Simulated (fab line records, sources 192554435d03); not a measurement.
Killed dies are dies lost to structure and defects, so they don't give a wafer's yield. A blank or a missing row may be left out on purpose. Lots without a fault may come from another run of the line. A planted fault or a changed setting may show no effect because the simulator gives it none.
Split-lot experiment | flow n5_finfet | 7 lots, 21 wafers read, on a route of 1938 steps

THE SPLIT
At N5_BEOL_M7_COAT_60 (time 60 s, resist thk 35 nm), the setting spin_rpm was moved away from the recipe's 1500 rpm on 5 of the 21 wafers read, by -7.9% to +10.6%. The other wafers ran this setting at the recipe's value.

FROM THE SPLIT TO THE READING: what the file shows between them, 4 steps
- N5_BEOL_M7_COAT_05: resist thk 90 nm
- N5_BEOL_M7_EBR_07
- N5_BEOL_M7_DESCUM_16: chemistry O2, time 7.9 s
- N5_BEOL_M7_ETCH_61: etches SiARC in CF4, target depth 45.5 nm, time 75.8 s

THE READING
SiARC_of_BEOL_M7_COAT_60.thk_nm (the simulator's own value, which no gauge read), in nm, at N5_BEOL_M7_ETCH_62 (etches SOC in N2/H2, target depth 110 nm, overetch 22 nm, time 165 s). The file gives no usual value for it. The 16 wafers here that ran the recipe average 28.3 nm, standard deviation 0.21 nm.

wafer  | tool, chamber at the split | spin_rpm as run, rpm | against the recipe | SiARC_of_BEOL_M7_COAT_60.thk_nm, nm | against lot-mates on the recipe
L074.2 | litho_track-04, 0          | 1659                 | +10.6%             | 27                                  | -1.4
L074.4 | litho_track-04, 0          | 1659                 | +10.6%             | 26.8                                | -1.6
L074.6 | litho_track-04, 0          | 1500                 | recipe             | 28.4                                | -
L084.3 | litho_track-03, 0          | 1500                 | recipe             | 28.2                                | -
L084.5 | litho_track-03, 0          | 1500                 | recipe             | 28.2                                | -
L084.4 | litho_track-03, 0          | 1500                 | recipe             | 28.8                                | -
L085.1 | litho_track-04, 0          | 1500                 | recipe             | 28.6                                | -
L085.3 | litho_track-04, 0          | 1382                 | -7.9%              | 30                                  | +1.4
L085.4 | litho_track-04, 0          | 1382                 | -7.9%              | 29.6                                | +1.0
L086.2 | litho_track-03, 0          | 1500                 | recipe             | 28.2                                | -
L086.6 | litho_track-03, 0          | 1500                 | recipe             | 28.2                                | -
L086.5 | litho_track-03, 0          | 1500                 | recipe             | 28                                  | -
L089.2 | litho_track-05, 0          | 1500                 | recipe             | 28.2                                | -
L089.5 | litho_track-05, 0          | 1500                 | recipe             | 28.4                                | -
L089.6 | litho_track-05, 0          | 1500                 | recipe             | 28.4                                | -
L090.1 | litho_track-03, 0          | 1389                 | -7.4%              | 29.6                                | +1.5
L090.2 | litho_track-03, 0          | 1500                 | recipe             | 28.2                                | -
L090.6 | litho_track-03, 0          | 1500                 | recipe             | 28                                  | -
L093.1 | litho_track-05, 0          | 1500                 | recipe             | 28.2                                | -
L093.5 | litho_track-05, 0          | 1500                 | recipe             | 28.2                                | -
L093.2 | litho_track-05, 0          | 1500                 | recipe             | 28.6                                | -

THE FIT
A straight line over all 21 wafers: SiARC_of_BEOL_M7_COAT_60.thk_nm changes by -0.156 nm for each +1% of spin_rpm; r = -0.95; the points scatter about the line by 0.24 nm.
The same after taking each lot's own level away (the mean of its wafers on the recipe; 21 wafers): -0.153 nm for each +1%; r = -0.97; scatter 0.19 nm.
On that fit, the largest move of spin_rpm shifts the reading by 1.6 nm.
The lots' own levels span 28.10 to 28.60 nm, that is 2.4 times the standard deviation above.
So the lot-to-lot level changes the slope little: the two slopes agree.
Check: with one of the wafers moved furthest among these (+10.6%) left out of the fit, the line predicts -1.69 nm for it against its lot-mates. It came out at -1.4 nm against them.

THE WHOLE CHAIN: every reading that the file lists as answering this split, in the file's order
step               | what it does                                                         | reading                                                                            | change (the file's fit)               | r (the file's)
N5_BEOL_M7_COAT_60 | time 60 s, resist thk 35 nm                                          | SiARC_of_BEOL_M7_COAT_60.thk_nm (the simulator's own value, which no gauge read)   | -0.172 nm for each +1% of the setting | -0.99
N5_BEOL_M7_ETCH_61 | etches SiARC in CF4, target depth 45.5 nm, time 75.8 s               | etch.depth_nm (the simulator's own value, which no gauge read)                     | -0.174 nm for each +1% of the setting | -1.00
N5_BEOL_M7_ETCH_61 | etches SiARC in CF4, target depth 45.5 nm, time 75.8 s               | CAR-ArF_of_BEOL_M7_COAT_05.thk_nm (the simulator's own value, which no gauge read) | +0.177 nm for each +1% of the setting | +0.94
N5_BEOL_M7_ETCH_62 | etches SOC in N2/H2, target depth 110 nm, overetch 22 nm, time 165 s | SiARC_of_BEOL_M7_COAT_60.thk_nm (the simulator's own value, which no gauge read)   | -0.159 nm for each +1% of the setting | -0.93

THE FILE'S OWN FIT
SiARC_of_BEOL_M7_COAT_60.thk_nm changes by -0.159 nm for each +1% of spin_rpm, r = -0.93.
